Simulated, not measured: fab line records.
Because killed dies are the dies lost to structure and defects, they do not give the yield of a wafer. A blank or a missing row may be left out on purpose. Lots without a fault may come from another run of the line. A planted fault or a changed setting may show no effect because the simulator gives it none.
Tool commonality check / flow nand-harc / 7 lots, 17 wafers sampled

REASON IT WAS OPENED
Flagged at NHARC_END_SORT_01: reading killed-at-array, on 3 of 7 lots. Fault-free wafers read 56, with a standard deviation of 20.
Rule: a lot gets a flag if all its wafers with a number sit over 4 standard deviations from that mean, or if no wafer of it has a number. All remaining lots are regarded as sound.

lot=L492; measured=day 25 06:34; on=prober-01; killed-at-array, wafer by wafer=675 674 673; flag=FLAGGED
lot=L493; measured=day 26 10:28; on=prober-01; killed-at-array, wafer by wafer=672 673 674; flag=FLAGGED
lot=L495; measured=day 26 19:40; on=prober-01; killed-at-array, wafer by wafer=671 671 675; flag=FLAGGED
lot=L503; measured=day 30 17:23; on=prober-01; killed-at-array, wafer by wafer=90; flag=
lot=L506; measured=day 31 01:58; on=prober-01; killed-at-array, wafer by wafer=53 44; flag=
lot=L507; measured=day 31 10:31; on=prober-02; killed-at-array, wafer by wafer=26 31 27; flag=
lot=L508; measured=day 32 04:40; on=prober-01; killed-at-array, wafer by wafer=75 73; flag=
The numbers of the flagged lots are 673 on average: +617 against the usual, or +31 standard deviations.

TOOL THAT RAN EACH LOT
2 process steps preceding the reading are held in the record, out of 1302 steps in the route. Every cell lists first the tool, next ch and the chambers used by the sampled wafers, and last the start.
lot=L492; flag=FLAGGED; NHARC_A_ZERO_WELL_ETCH_19=rie-diel-07 ch 0,3, day 8 04:37; NHARC_A_CHANNEL_HOLE_D1_DEP_00=acl-dep-01 ch 0, day 9 19:14
lot=L493; flag=FLAGGED; NHARC_A_ZERO_WELL_ETCH_19=rie-diel-13 ch 0,1,2, day 8 14:38; NHARC_A_CHANNEL_HOLE_D1_DEP_00=acl-dep-02 ch 0, day 10 05:52 and acl-dep-03 ch 0, day 10 10:00
lot=L495; flag=FLAGGED; NHARC_A_ZERO_WELL_ETCH_19=rie-diel-13 ch 0,1, day 9 02:27; NHARC_A_CHANNEL_HOLE_D1_DEP_00=acl-dep-01 ch 0, day 10 15:45
lot=L503; flag=; NHARC_A_ZERO_WELL_ETCH_19=rie-diel-13 ch 1,2,3, day 12 23:04; NHARC_A_CHANNEL_HOLE_D1_DEP_00=acl-dep-03 ch 0, day 14 14:31
lot=L506; flag=; NHARC_A_ZERO_WELL_ETCH_19=rie-diel-13 ch 0,2,3, day 13 18:58; NHARC_A_CHANNEL_HOLE_D1_DEP_00=acl-dep-02 ch 0, day 15 09:58
lot=L507; flag=; NHARC_A_ZERO_WELL_ETCH_19=rie-diel-13 ch 1,3, day 14 03:47; NHARC_A_CHANNEL_HOLE_D1_DEP_00=acl-dep-01 ch 0, day 15 17:19
lot=L508; flag=; NHARC_A_ZERO_WELL_ETCH_19=rie-diel-13 ch 0,3, day 14 20:30; NHARC_A_CHANNEL_HOLE_D1_DEP_00=acl-dep-03 ch 0, day 16 09:32
What the steps here do:
- NHARC_A_ZERO_WELL_ETCH_19: etches the open film in N2/H2, target depth 80 nm, overetch 24 nm, time 87.88 s.
- NHARC_A_CHANNEL_HOLE_D1_DEP_00: deposits aC, target thk 3100 nm.
- NHARC_END_SORT_01

FLAGGED AGAINST TOTAL, ONE TOOL AT A TIME (gauges that did the reading follow at the end)
step=NHARC_A_ZERO_WELL_ETCH_19; tool=rie-diel-07; lots run=1; flagged=1; share of the flagged lots=some; sound lots run after its first flagged lot=0
step=NHARC_A_ZERO_WELL_ETCH_19; tool=rie-diel-13; lots run=6; flagged=2; share of the flagged lots=some; sound lots run after its first flagged lot=4 (L503,L506,L507,L508)
step=NHARC_A_CHANNEL_HOLE_D1_DEP_00; tool=acl-dep-01; lots run=3; flagged=2; share of the flagged lots=some; sound lots run after its first flagged lot=1 (L507)
step=NHARC_A_CHANNEL_HOLE_D1_DEP_00; tool=acl-dep-02; lots run=2; flagged=1; share of the flagged lots=some; sound lots run after its first flagged lot=1 (L506)
step=NHARC_A_CHANNEL_HOLE_D1_DEP_00; tool=acl-dep-03; lots run=3; flagged=1; share of the flagged lots=some; sound lots run after its first flagged lot=2 (L503,L508)
step=NHARC_END_SORT_01; tool=prober-01; lots run=6; flagged=3; share of the flagged lots=all; sound lots run after its first flagged lot=3 (L503,L506,L508)
step=NHARC_END_SORT_01; tool=prober-02; lots run=1; flagged=0; share of the flagged lots=none; sound lots run after its first flagged lot=-

THE TABLE: WHAT IT ALLOWS
1 row of the table ran every flagged lot: prober-01 at NHARC_END_SORT_01.
- prober-01 at NHARC_END_SORT_01 ran 6 lots, 3 of them flagged. Lots that were sound ran on it after the first flagged one (L503, L506, L508); a persistent fault on the entire tool would not allow that.
Not one row of the table ran every flagged lot while running no sound lot after the first.

WHAT HAD BEEN PUT IN BY THE SIMULATOR
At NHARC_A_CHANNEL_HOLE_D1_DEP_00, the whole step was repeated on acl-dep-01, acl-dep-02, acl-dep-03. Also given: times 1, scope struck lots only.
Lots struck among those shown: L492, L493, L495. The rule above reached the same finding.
